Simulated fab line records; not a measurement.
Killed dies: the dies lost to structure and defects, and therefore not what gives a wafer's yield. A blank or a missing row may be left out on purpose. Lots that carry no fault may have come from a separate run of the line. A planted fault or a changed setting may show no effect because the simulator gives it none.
The tool behind it: which one? | flow n5-finfet | 10 lots with 30 wafers sampled at 6 steps, on a route of 1938 steps

== WHAT THE GAUGES READ, wafer by wafer ==
N5_SPACER0_INSPECT_04: inspects for defects (darkfield).
lot  | measured    | on                | raw-defect-count
L076 | day 3 13:31 | defect-inspect-01 | 171 255 140
L078 | day 4 01:44 | defect-inspect-01 | 87 121 102
L082 | day 5 01:30 | defect-inspect-01 | 110 113 97
L085 | day 5 18:10 | defect-inspect-02 | 140 163 115
L087 | day 6 08:05 | defect-inspect-01 | 132 182 128
L089 | day 6 19:35 | defect-inspect-01 | 148 157 101
L091 | day 7 06:29 | defect-inspect-02 | 141 185 184
L093 | day 7 20:35 | defect-inspect-02 | 148 107 202
L095 | day 8 05:56 | defect-inspect-01 | 106 125 126
L097 | day 8 17:44 | defect-inspect-01 | 193 179 207

== EACH LOT AND THE TOOL THAT RAN IT (in order: tool; ch and the chambers of the sampled wafers; start) ==
lot  | N5_STI_FIN_REVEAL_STRIP_24        | N5_STI_FIN_REVEAL_ETCH_34       | N5_DUMMY_GATE_ETCH_37             | N5_DUMMY_GATE_ETCH_31             | N5_DUMMY_GATE_HM_OPEN_21
L076 | rie-diel-06 ch 1,2,3, day 2 23:03 | rie-si-05 ch 0,1, day 3 01:21   | rie-diel-01 ch 0,3, day 3 11:47   | rie-diel-01 ch 0,1,2, day 3 12:10 | rie-diel-01 ch 0,1,2, day 3 12:16
L078 | rie-diel-06 ch 1,2, day 3 11:04   | rie-si-06 ch 0,1,2, day 3 13:37 | rie-diel-02 ch 1,2, day 3 23:55   | rie-diel-01 ch 0,1,3, day 4 00:23 | rie-diel-01 ch 0,1,3, day 4 00:29
L082 | rie-diel-05 ch 0,1,2, day 4 12:01 | rie-si-05 ch 0,1,3, day 4 14:20 | rie-diel-03 ch 0,1,2, day 4 23:51 | rie-diel-02 ch 1,3, day 5 00:10   | rie-diel-02 ch 1,3, day 5 00:15
L085 | rie-diel-04 ch 0,2,3, day 5 04:16 | rie-si-05 ch 1,2, day 5 06:36   | rie-diel-02 ch 1,2,3, day 5 16:16 | rie-diel-01 ch 0,1,3, day 5 16:34 | rie-diel-01 ch 0,1,3, day 5 16:39
L087 | rie-diel-04 ch 0,2,3, day 5 14:40 | rie-si-03 ch 0,1,3, day 5 17:00 | rie-diel-02 ch 0,1,2, day 6 06:28 | rie-diel-03 ch 0,1,2, day 6 06:45 | rie-diel-03 ch 0,1,2, day 6 06:50
L089 | rie-diel-05 ch 1,2, day 6 04:46   | rie-si-05 ch 1,3, day 6 07:05   | rie-diel-03 ch 0,1,2, day 6 17:55 | rie-diel-01 ch 0,1, day 6 18:11   | rie-diel-01 ch 0,1, day 6 18:16
L091 | rie-diel-06 ch 0,2,3, day 6 16:35 | rie-si-03 ch 0,3, day 6 18:57   | rie-diel-02 ch 0,1,3, day 7 04:52 | rie-diel-02 ch 0,1,2, day 7 05:09 | rie-diel-02 ch 0,1,2, day 7 05:14
L093 | rie-diel-06 ch 0,1, day 7 04:47   | rie-si-05 ch 1,2, day 7 07:07   | rie-diel-03 ch 0,1, day 7 18:46   | rie-diel-01 ch 1,2,3, day 7 19:02 | rie-diel-01 ch 1,2,3, day 7 19:08
L095 | rie-diel-06 ch 1,2,3, day 7 16:05 | rie-si-05 ch 1,3, day 7 18:39   | rie-diel-01 ch 0,1,3, day 8 04:14 | rie-diel-02 ch 0,2, day 8 04:31   | rie-diel-02 ch 0,2, day 8 04:37
L097 | rie-diel-06 ch 1,3, day 8 03:27   | rie-si-05 ch 1,3, day 8 05:47   | rie-diel-03 ch 0,1, day 8 15:20   | rie-diel-03 ch 1,2,3, day 8 15:37 | rie-diel-03 ch 1,2,3, day 8 15:42
- N5_STI_FIN_REVEAL_STRIP_24: strips in N2/H2, time 90 s.
- N5_STI_FIN_REVEAL_ETCH_34: etches Si in H2, material Si, target depth 0.97 nm.
- N5_DUMMY_GATE_ETCH_37: etches SOC in N2/H2, target depth 60 nm, overetch 30 nm.
- N5_DUMMY_GATE_ETCH_31: etches SiO2 in C4F6/O2, target depth 82.5 nm, time 27.5 s.
- N5_DUMMY_GATE_HM_OPEN_21: chemistry CH3F/O2, target SiNx, target depth 120 nm, time 171.4 s.

== THE ANSWER, worked out from the rows above alone ==
Rule: the lots themselves supply what counts as usual. The widest of any qualifying gaps counts: lots, ordered by their means at a reading, are off when they make up no more than a third of the lots, leave a main group of 4 or more, and stand apart from it by 3 or more times the standard deviation of that group's means. If all means in a main group match to the digits the tables above print for the reading, that group is not used. A lot without any number at a reading at which 4 lots or more have one is off too. All remaining lots with rows at the step are treated as sound.
Nothing can be told from this: no lot is off at any reading shown.

== WHAT WAS PUT IN BY THE SIMULATOR ==
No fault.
